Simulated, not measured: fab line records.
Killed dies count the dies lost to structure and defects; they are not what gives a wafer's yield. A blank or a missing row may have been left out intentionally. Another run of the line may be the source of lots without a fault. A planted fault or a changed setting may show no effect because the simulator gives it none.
Split-lot study    flow n5 finfet    route with 1938 steps; 7 lots, 21 wafers read

## ABOUT THE SPLIT
At N5_BEOL_M0_SAQP_EXPOSE_37 (exposes mask M0 CUT1, target cd 30 nm), the setting dose mj was moved away from the recipe's 44.75 on 4 of the 21 wafers read, by -6.5% to -5.7%. The other wafers ran this setting at the recipe's value.

## FROM THE SPLIT TO THE READING: what the file shows between them, 2 steps
- N5_BEOL_M0_SAQP_PEB_38: peb time 60 s
- N5_BEOL_M0_SAQP_DEVELOP_39: develop time 30 s

## THE READING
cd nm at N5_BEOL_M0_SAQP_CD_MEAS_40, given in nm (cd target 30 nm). On this fab line, fault-free wafers typically give 29.88 nm with a standard deviation of 0.23 nm.

wafer   tool, chamber at the split  dose mj as run  against the recipe  cd nm, nm  against lot-mates on the recipe
L074.2  euv scanner-02, 0           44.75           recipe              30.18      -
L074.3  euv scanner-02, 0           44.75           recipe              29.87      -
L074.6  euv scanner-02, 0           44.75           recipe              29.94      -
L076.1  euv scanner-01, 0           42.13           -5.9%               28.63      -1.14
L076.4  euv scanner-01, 0           44.75           recipe              29.84      -
L076.6  euv scanner-01, 0           44.75           recipe              29.70      -
L077.1  euv scanner-01, 0           41.84           -6.5%               28.12      -1.60
L077.4  euv scanner-01, 0           41.84           -6.5%               28.76      -0.96
L077.5  euv scanner-01, 0           44.75           recipe              29.72      -
L081.1  euv scanner-02, 0           44.75           recipe              29.67      -
L081.3  euv scanner-02, 0           44.75           recipe              29.70      -
L081.5  euv scanner-02, 0           44.75           recipe              29.91      -
L082.2  euv scanner-01, 0           44.75           recipe              29.76      -
L082.4  euv scanner-01, 0           44.75           recipe              29.83      -
L082.5  euv scanner-01, 0           44.75           recipe              29.64      -
L089.1  euv scanner-02, 0           44.75           recipe              30.05      -
L089.2  euv scanner-02, 0           42.22           -5.7%               28.52      -1.42
L089.3  euv scanner-02, 0           44.75           recipe              29.83      -
L090.2  euv scanner-02, 0           44.75           recipe              29.74      -
L090.3  euv scanner-02, 0           44.75           recipe              30.15      -
L090.5  euv scanner-02, 0           44.75           recipe              30.20      -

FIT RESULTS
A straight line over all 21 wafers: cd nm changes by +0.221 nm for each +1% of dose mj; r = +0.94; the points scatter about the line by 0.2 nm.
The same after taking each lot's own level away (the mean of its wafers on the recipe; 21 wafers): +0.208 nm for each +1%; r = +0.95; scatter 0.17 nm.
On that fit, the largest move of dose mj shifts the reading by 1.4 nm.
The span of the lots' own levels, 29.720 to 30.030 nm, comes to 1.3 times the standard deviation stated above.
So the lot-to-lot level changes the slope little: the two slopes agree.
Check: with one of the wafers moved furthest among these (-6.5%) left out of the fit, the line predicts -1.25 nm for it against its lot-mates. It came out at -1.6 nm against them.

## THE WHOLE CHAIN: every reading that the file lists as answering this split, in the file's order
step                         what it does                                                            reading                                                              change (the file's fit)                r (the file's)
N5_BEOL_M0_SAQP_CD_MEAS_40   target cd 30 nm                                                         cd nm                                                                +0.212 nm for each +1% of the setting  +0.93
N5_BEOL_M0_SAQP_DESCUM_45    chemistry O2, time 7 s                                                  BEOL_M0_SAQP.cd nm (the simulator's own value, which no gauge read)  +0.233 nm for each +1% of the setting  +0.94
N5_BEOL_M0_SAQP_ETCH_88      etches underlayer in N2/H2, target depth 6.5 nm, time 5.2 s             BEOL_M0_SAQP.cd nm (the simulator's own value, which no gauge read)  +0.205 nm for each +1% of the setting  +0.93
N5_BEOL_M0_SAQP_CUT_ETCH_46  etches SOC in N2/H2, target depth 135 nm, overetch 27 nm, time 202.5 s  BEOL_M0_SAQP.cd nm (the simulator's own value, which no gauge read)  +0.262 nm for each +1% of the setting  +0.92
N5_BEOL_M0_SAQP_ETCH_49      etches SiO2 in CF4/O2, target depth 37 nm                               BEOL_M0_SAQP.cd nm (the simulator's own value, which no gauge read)  +0.273 nm for each +1% of the setting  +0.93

## THE FILE'S OWN FIT
cd nm changes by +0.212 nm for each +1% of dose mj, r = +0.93.
